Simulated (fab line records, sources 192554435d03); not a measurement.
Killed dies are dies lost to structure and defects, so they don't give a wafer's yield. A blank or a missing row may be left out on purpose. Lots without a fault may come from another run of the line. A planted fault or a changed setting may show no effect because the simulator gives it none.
One fault seen from 2 desks | flow n5_finfet | each desk has only its own numbers; what lay behind them comes last

THE TOOL OWNER'S DESK: ald_sin-02
The tool's own readings at N5_FIN_SAQP_SPACER1_ALD_24 (deposits SiO2, target thk 20.3 nm, pulse time 1 s, purge time 2 s): means of the sampled wafers that have a number, for each lot that ran on this tool. A lot is out of limits, marked OUT, if its mean lies more than 4 standard deviations from the usual mean; the brackets give that distance.
Columns: A = heater_power_w at N5_FIN_SAQP_SPACER1_ALD_24, usual 479 W; B = precursor_pulse_height_rel at N5_FIN_SAQP_SPACER1_ALD_24, usual 1.001
lot  | first seen here | A   | B
L240 | day 3 18:49     | 449 | 0.984
L241 | day 3 22:46     | 458 | 0.989
L250 | day 6 05:43     | 427 | 0.995
This desk's finding: nothing out of limits on any of the 3 lots.

THE METROLOGY DESK
What the gauges read, lot by lot, whatever tool the lot ran on: means of the sampled wafers that have a number. A lot is out of limits, marked OUT, if its mean lies more than 4 standard deviations from the usual mean; the brackets give that distance. Of its 11 readings 7 are shown: the one that was out of limits first, and those that lie furthest out on some lot.
Columns: A = cd_nm at N5_FIN_SAQP_CD_MEAS_27, usual 20.33 nm; B = DIBL_P at N5_BEOL_M4_RC_MEAS_101, usual 36 mV/V; C = IOFF_N at N5_BEOL_M4_RC_MEAS_101, usual 0.16 nA/um; D = IOFF_P at N5_BEOL_M4_RC_MEAS_101, usual 0.21 nA/um; E = SS_P at N5_BEOL_M4_RC_MEAS_101, usual 73.2 mV/dec; F = VT_N at N5_BEOL_M4_RC_MEAS_101, usual 249 mV; G = VT_P at N5_BEOL_M4_RC_MEAS_101, usual -250 mV
lot  | first seen here | A                | B  | C    | D    | E    | F   | G
L234 | day 2 06:03     | 20.30            | 36 | 0.12 | 0.21 | 72.8 | 252 | -247
L240 | day 3 19:47     | 20.42            | 40 | 0.22 | 0.26 | 74.5 | 247 | -249
L241 | day 3 23:41     | 20.17            | 34 | 0.13 | 0.16 | 72.8 | 253 | -256
L243 | day 4 12:25     | 20.22            | 34 | 0.15 | 0.21 | 72.8 | 249 | -249
L250 | day 6 06:38     | 21.34 (+4.4) OUT | 37 | 0.14 | 0.18 | 73.2 | 252 | -255
L252 | day 6 18:27     | 20.32            | 37 | 0.16 | 0.22 | 73.5 | 250 | -250
L253 | day 7 00:40     | 20.26            | 39 | 0.18 | 0.23 | 74.3 | 248 | -252
L254 | day 7 06:27     | 20.13            | 43 | 0.28 | 0.35 | 75.1 | 241 | -241
This desk's finding: out of limits on L250; first on L250, day 6 06:38 (cd_nm at N5_FIN_SAQP_CD_MEAS_27). In limits: L234, L240, L241, L243, L252, L253, L254.

PUT TOGETHER
The metrology desk could have raised an alarm at day 6 06:38, on L250.
The tool owner's desk saw nothing out of limits.
The tool owner's desk has L250 on record, within its limits.
Of the lots named, all ran N5_FIN_SAQP_SPACER1_ALD_24 on ald_sin-02.

WHAT THE SIMULATOR HAD PUT IN
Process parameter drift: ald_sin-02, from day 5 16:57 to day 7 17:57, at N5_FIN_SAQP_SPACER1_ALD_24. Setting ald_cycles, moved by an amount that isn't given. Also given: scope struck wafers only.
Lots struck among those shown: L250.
Hours from the fault's start to each desk's first reading out of limits: the metrology desk, 14.
